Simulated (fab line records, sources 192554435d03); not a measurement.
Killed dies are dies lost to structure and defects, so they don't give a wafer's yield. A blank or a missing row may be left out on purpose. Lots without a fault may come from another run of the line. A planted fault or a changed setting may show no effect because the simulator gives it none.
fab line records | flow n5_finfet
record lots=10 wafers=28 last_day=17
route steps=1938 shown SD_EPI_N@270 BEOL_M4@1111
lots that met no fault: from a run of the same line without faults
start_h: hours from the record's first day to the start of the lot's first wafer shown | wait_h: hours since the lot's step before | " the same as in the row above | L1.1+2: a row that stands for several wafers | - no value, or no start given | * or withheld: withheld | < > ~ a bound
route shown NAME@n: a module of which the file shows steps, and the number in the route of the first | usual: mean/standard deviation of fault-free wafers | same: alike in all rows | chamber/n: place in a boat | sites: the reading at each site | _std_site: their standard deviation | _edge_site: outer sites' mean less inner sites' | radius_mm: how far each site lies from the wafer's centre | mask NAME#n: copy n | behind: the tool/chamber that last shaped the wafer | hold: why the lot was held/for how many hours/how that ended | device: the transistor (n, p or np) that didn't switch | end of line: the same wafers' tests at the end of the route | a step without rows: its recipe alone | killed: dies lost to structure and defects at the first sort, not the wafer's yield | map: a wafer's dies, x killed, . not, _ none there
set.NAME: the setting as run; set.NAME@STEP: as run at that earlier step | model.NAME: the simulator's own value behind a step, which no gauge read
steps of the route over a sample of lots; a table a step, a row a wafer
services: from which hour (start_h, from the record's first day; less than 0 if before it) a tool's chamber was out of use, for how many hours, and why
## steps
# step N5_SD_EPI_N_CD_MEAS_09
# recipe target_cd_nm=120 landing_energy_ev=500 detector=se_inlens
# usual cd_nm=120.5/0.77
# columns lot.wafer tool chamber start_h wait_h cd_nm
L117.2 cd_sem-01 0 52.07 - 120.7
L117.4 " 0 " " 119.9
L117.5 " 0 " " 121.1
L118.1 cd_sem-02 0 53.48 - 119.8
L118.2 " 0 " " 119.7
L118.5 " 0 " " 118.7
L119.3 cd_sem-02 0 62.17 - 121.7
L119.5 " 0 " " 120.3
L119.6 " 0 " " 120.8
L122.2 cd_sem-02 0 81.17 - 121.1
L122.3 " 0 " " 120.9
L122.6 " 0 " " 120.4
L128.1 cd_sem-03 0 118.01 - 119.7
L128.4 " 0 " " 120.4
L128.5 " 0 " " 119.5
L131.2 cd_sem-03 0 135.49 - 121.0
L131.5 " 0 " " 121.2
L131.6 " 0 " " 120.1
L135.2 cd_sem-02 0 162.64 - 119.5
L135.6 " 0 " " 119.4
L136.2 cd_sem-03 0 164.39 - 120.8
L136.3 " 0 " " 119.9
L138.1 cd_sem-03 0 175.90 - 119.9
L138.2 " 0 " " 120.0
L138.5 " 0 " " 121.7
L140.3 cd_sem-01 0 186.24 - 119.9
L140.5 " 0 " " 121.1
L140.6 " 0 " " 121.3
# step N5_SD_EPI_N_ETCHBACK_44
# recipe chemistry=CH3F/O2 mode=anisotropic_etchback target=SiNx target_depth_a=145 stop_on=SiO2 over_etch_frac=0.3 ion_energy_ev=120 pressure_mtorr=30 source_w=395 bias_w=73 Ar_flow_sccm=150 CH3F_flow_sccm=30 O2_flow_sccm=20
# usual bias_w=73.04/0.2 drypump_motor_current_A=5.6/0.36 mfc_ar_sccm=150.0/0.48 oes_product_au=0.65/0.074 rf_vpp_V=302/11 showerhead_plenum_p_Torr=2.00/0.079 throttle_valve_pct=16.43/0.23
# columns lot.wafer tool chamber start_h wait_h bias_w drypump_motor_current_A mfc_ar_sccm oes_product_au rf_hours_counter_h rf_vpp_V showerhead_plenum_p_Torr throttle_valve_pct
L117.2 rie_diel-04 2 52.65 0.0 73.09 5.7 149.9 0.63 189 314 2.09 16.74
L117.4 " 0 " " 72.68 6.0 150.4 0.60 219 305 2.08 16.52
L117.5 " 0 " " 73.01 6.0 150.6 0.60 - 305 2.08 16.53
L118.1 rie_diel-01 2 54.28 0.0 73.06 5.4 149.6 0.78 22 315 2.05 16.16
L118.2 " 3 " " 72.66 5.9 150.0 0.63 158 319 2.08 16.41
L118.5 " 2 " " 73.17 5.4 149.5 0.77 - 315 2.05 16.16
L119.3 rie_diel-05 2 62.67 0.0 72.99 5.7 150.1 0.70 103 293 1.86 16.64
L119.5 " 0 " " 73.06 4.9 150.1 0.62 - 289 1.90 16.34
L119.6 " 3 " " 72.67 5.0 150.3 0.62 - 293 2.06 16.32
L122.2 rie_diel-04 3 81.67 0.0 72.78 5.0 149.7 0.60 225 292 2.06 16.29
L122.3 " 2 " " 73.05 5.7 149.4 0.62 199 315 2.08 16.74
L122.6 " 2 " " 73.46 5.7 149.7 0.62 - 315 2.08 16.75
L128.1 rie_diel-05 0 118.56 0.0 73.30 4.9 150.2 0.61 178 289 1.89 16.40
L128.4 " 1 " " 73.17 5.5 150.6 0.71 52 296 1.96 16.11
L128.5 " 3 " " 73.14 5.0 151.2 0.61 - 292 2.05 16.36
L131.2 rie_diel-04 0 135.99 0.0 72.95 6.0 150.0 0.58 247 304 2.07 16.58
L131.5 " 1 " " 72.84 5.6 150.2 0.60 - 291 1.91 16.53
L131.6 " 0 " " 72.69 6.0 149.8 0.58 - 307 2.07 16.57
L135.2 rie_diel-04 2 163.20 0.0 73.05 5.7 149.6 0.60 230 314 2.07 16.82
L135.6 " 0 " " 73.35 6.0 150.3 0.82 - 304 2.07 16.15
L136.2 rie_diel-04 2 164.89 0.0 73.26 5.7 150.6 0.60 230 314 2.07 16.79
L136.3 " 0 " " 72.84 6.0 150.5 0.82 2 306 2.07 16.16
L138.1 rie_diel-04 0 176.41 0.0 72.68 6.0 150.0 0.80 7 304 2.07 16.17
L138.2 " 2 " " 73.15 5.7 150.2 0.60 236 315 2.07 16.82
L138.5 " 2 " " 72.76 5.7 150.7 0.60 - 314 2.07 16.83
L140.3 rie_diel-04 0 187.32 0.0 72.98 6.0 150.2 0.78 13 306 2.07 16.18
L140.5 " 0 " " 73.11 6.0 150.1 0.78 - 305 2.07 16.17
L140.6 " 1 " " 72.85 5.6 149.2 0.58 - 293 1.90 16.58
# step N5_SD_EPI_N_STRIP_38
# recipe chemistry=N2/H2 power_w=1000 temp_c=250 h2_frac=0.65 overash_fraction=0.3 pressure_mtorr=withheld n2_flow_sccm=1750 h2_flow_sccm=3250
# usual drypump_motor_current_A=5.8/0.85 heater_power_w=324/13 n2_flow_sccm=1750/5.4 oes_product_au=0.762/0.012
# columns lot.wafer tool chamber start_h wait_h drypump_motor_current_A heater_power_w n2_flow_sccm oes_product_au rf_hours_counter_h
L117.2 plasma_asher-01 1 53.02 0.1 6.6 321 1757 0.772 79
L117.4 " 1 " " 6.5 330 1751 0.763 -
L117.5 " 1 " " 6.6 323 1752 0.764 -
L118.1 plasma_asher-02 0 54.69 0.1 6.8 331 1754 0.755 34
L118.2 " 1 " " 4.8 307 1746 0.770 34
L118.5 " 0 " " 6.7 329 1753 0.777 -
L119.3 plasma_asher-02 0 63.06 0.1 6.8 333 1748 0.756 -
L119.5 " 0 " " 6.7 334 1752 0.752 -
L119.6 " 1 " " 4.8 304 1747 0.777 -
L122.2 plasma_asher-02 0 82.04 0.1 6.7 336 1755 0.762 40
L122.3 " 0 " " 6.7 335 1751 0.750 -
L122.6 " 1 " " 4.8 317 1760 0.767 -
L128.1 plasma_asher-02 1 118.93 0.1 4.8 311 1752 0.772 48
L128.4 " 1 " " 4.8 304 1741 0.746 -
L128.5 " 1 " " 4.8 309 1759 0.776 -
L131.2 plasma_asher-01 0 136.35 0.1 5.4 358 1748 0.775 94
L131.5 " 0 " " 5.4 339 1744 0.761 -
L131.6 " 1 " " 6.5 328 1749 0.763 -
L135.2 plasma_asher-01 0 163.57 0.1 5.4 349 1752 0.765 99
L135.6 " 0 " " 5.4 347 1752 0.760 -
L136.2 plasma_asher-02 0 165.26 0.1 6.7 334 1755 0.761 57
L136.3 " 1 " " 4.8 317 1758 0.761 -
L138.1 plasma_asher-02 1 176.77 0.1 4.8 315 1755 0.771 59
L138.2 " 0 " " 6.7 329 1746 0.763 59
L138.5 " 1 " " 4.8 303 1754 0.766 -
L140.3 plasma_asher-01 0 187.71 0.1 5.4 336 1745 0.780 -
L140.5 " 0 " " 5.4 348 1750 0.763 -
L140.6 " 1 " " 6.5 333 1745 0.760 -
# step N5_SD_EPI_N_PRECLEAN_49
# recipe chemistry=NF3:NH3 afs_cycles=1 temp_c=30 time_s=20 sublimation_temp_c=180 sublimation_time_s=60 pressure_torr=3 rf_power_w=30
# usual rf_power_w=30.01/0.1 time_s=20/0
# columns lot.wafer tool chamber start_h wait_h rf_power_w time_s
L117.2 remote_plasma-02 1 55.76 0.1 29.98 20
L117.4 " 1 " " 30.01 20
L117.5 " 1 " " 30.11 20
L118.1 remote_plasma-01 1 58.14 0.0 30.00 20
L118.2 " 1 " " 29.96 20
L118.5 " 1 " " 30.10 20
L119.3 remote_plasma-02 0 65.81 0.1 30.11 20
L119.5 " 0 " " 29.97 20
L119.6 " 0 " " 30.08 20
L122.2 remote_plasma-01 0 84.78 0.1 29.99 20
L122.3 " 0 " " 30.12 20
L122.6 " 0 " " 30.07 20
L128.1 remote_plasma-02 1 121.64 0.0 29.85 15.899
L128.4 " 1 " " 29.95 20
L128.5 " 1 " " 30.08 15.899
L131.2 remote_plasma-01 1 139.09 0.1 30.02 20
L131.5 " 1 " " 30.10 20
L131.6 " 1 " " 30.14 20
L135.2 remote_plasma-01 1 167.07 0.1 29.92 20
L135.6 " 1 " " 30.00 20
L136.2 remote_plasma-01 0 168.75 0.1 30.03 20
L136.3 " 0 " " 29.90 20
L138.1 remote_plasma-01 0 179.49 0.0 29.92 20
L138.2 " 0 " " 29.98 20
L138.5 " 0 " " 29.88 20
L140.3 remote_plasma-02 0 191.20 0.1 29.88 20
L140.5 " 0 " " 29.98 20
L140.6 " 0 " " 29.94 20
# step N5_BEOL_M4_RC_MEAS_101
# usual DIBL_N=36.1/2 DIBL_P=36.3/2.4 IOFF_N=0.15/0.035 IOFF_P=0.21/0.039 ION_N=672/15 ION_P=463/9.7 SS_N=71.5/0.7 SS_P=73.2/0.75 VT_N=251/3.6 VT_P=-250/3.8
# columns lot.wafer tool chamber start_h wait_h DIBL_N[mV/V] DIBL_P[mV/V] IOFF_N[nA/um] IOFF_P[nA/um] ION_N[uA/um] ION_P[uA/um] SS_N[mV/dec] SS_P[mV/dec] VT_N[mV] VT_P[mV]
L118.1 prober-02 0 174.00 0.0 39.4 40.9 0.23 0.26 693 469 72.7 73.6 245 -249
L118.2 " 0 " " 36.0 36.5 0.15 0.19 689 470 71.2 72.8 248 -252
L118.5 " 0 " " 39.1 40.4 0.22 0.26 707 475 72.4 74.9 247 -249
L117.2 prober-01 0 174.42 0.2 33.8 33.2 0.12 0.18 676 466 70.3 72.8 255 -252
L117.4 " 0 " " 35.8 36.5 0.14 0.22 670 468 71.2 73.4 252 -247
L117.5 " 0 " " 36.9 37.2 0.15 0.24 669 466 71.5 73.8 253 -248
L119.3 prober-01 0 176.51 0.3 32.3 33.3 0.11 0.18 672 481 71.6 72.3 254 -248
L119.5 " 0 " " 37.0 38.7 0.19 0.27 694 481 71.2 73.3 247 -245
L119.6 " 0 " " 35.8 37.5 0.16 0.25 688 484 71.5 73.6 249 -247
L122.2 prober-02 0 195.51 0.2 37.0 38.5 0.18 0.27 695 480 71.8 74.5 247 -246
L122.3 " 0 " " 34.6 35.6 0.13 0.20 671 468 71.5 73.2 254 -248
L122.6 " 0 " " 35.8 36.7 0.16 0.23 691 478 70.7 74.0 248 -247
L128.1 prober-02 0 239.84 0.0 37.0 37.7 0.18 0.24 682 470 72.2 73.9 246 -246
L128.4 " 0 " " 35.4 35.9 0.15 0.23 683 471 72.4 73.6 248 -249
L128.5 " 0 " " 38.6 39.9 0.22 0.30 697 473 72.5 74.0 246 -245
L131.2 prober-02 0 252.43 0.2 37.0 37.2 0.17 0.24 696 474 71.3 72.7 247 -248
L131.5 " 0 " " 34.1 33.6 0.12 0.17 655 457 70.9 72.2 253 -253
L131.6 " 0 " " 35.9 35.8 0.15 0.21 687 474 70.9 73.0 252 -252
L135.2 prober-02 0 284.55 0.2 40.0 41.2 0.21 0.27 683 461 72.2 74.7 249 -249
L135.6 " 0 " " 42.3 42.9 0.26 0.31 692 468 73.1 75.0 243 -245
L136.2 prober-01 0 284.75 0.2 36.2 37.2 0.15 0.19 660 455 71.9 73.4 251 -253
L136.3 " 0 " " 37.4 38.7 0.18 0.21 691 469 71.7 73.3 248 -250
L138.1 prober-01 0 306.77 0.0 37.0 37.2 0.18 0.24 672 458 72.1 73.5 248 -250
L138.2 " 0 " " 32.3 31.4 0.10 0.15 652 457 70.9 71.8 258 -254
L138.5 " 0 " " 34.5 34.8 0.14 0.21 665 458 71.1 72.5 252 -249
L140.3 prober-02 0 306.90 0.3 37.6 36.7 0.17 0.24 673 467 71.1 74.5 249 -247
L140.5 " 0 " " 35.1 33.4 0.13 0.19 661 461 70.7 72.1 252 -249
L140.6 " 0 " " 38.3 38.3 0.19 0.27 701 481 71.2 73.5 247 -243
## services
# columns tool chamber start_h hours kind
plasma_asher-01 - 32.61 1.2 repair
rie_diel-04 1 40.26 9.4 repair
rie_diel-01 - 42.74 2.8 pm
rie_diel-01 0 53.24 - clean
rie_diel-01 0 53.24 - consumable_replace:focus_ring
rie_diel-01 0 53.24 17.3 scheduled_down
rie_diel-01 0 53.24 17.3 vent_cycle
plasma_asher-01 - 56.34 2.8 pm
rie_diel-04 - 64.98 1.1 repair
rie_diel-01 1 81.27 3.3 repair
rie_diel-04 0 146.67 - clean
rie_diel-04 0 146.67 - consumable_replace:focus_ring
rie_diel-04 0 146.67 13.9 scheduled_down
rie_diel-04 0 146.67 13.9 vent_cycle
rie_diel-05 0 148.21 4.6 repair
rie_diel-04 3 160.57 - clean
rie_diel-04 3 160.57 - consumable_replace:focus_ring
rie_diel-04 3 160.57 28.2 scheduled_down
rie_diel-04 3 160.57 28.2 vent_cycle
## key
first_sign step=N5_SD_EPI_N_PRECLEAN_49 reading=time_s direction=down sigmas=99+ usual=* struck=*
effect none on later readings
met_at N5_SD_EPI_N_PRECLEAN_49
struck_lots L128
struck_wafers L128.1,L128.5
baseline_loss step=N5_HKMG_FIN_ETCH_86 wafers=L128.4
not_acting_at N5_SD_EPI_N_CD_MEAS_09,N5_SD_EPI_N_ETCHBACK_44,N5_SD_EPI_N_STRIP_38
onset_between 65.81 121.64
fault kind=process_parameter_drift tool=remote_plasma-02 chamber=- onset_h=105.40 steps=N5_SD_EPI_N_PRECLEAN_49 channel=time_s offset=* shape=step end_h=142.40 scope=struck_wafers_only acts_in=* stated=*
# baseline_loss: these wafers lose ten dies or more at that step, a loss of the line's own and not of a fault; the sort's usual values leave them out
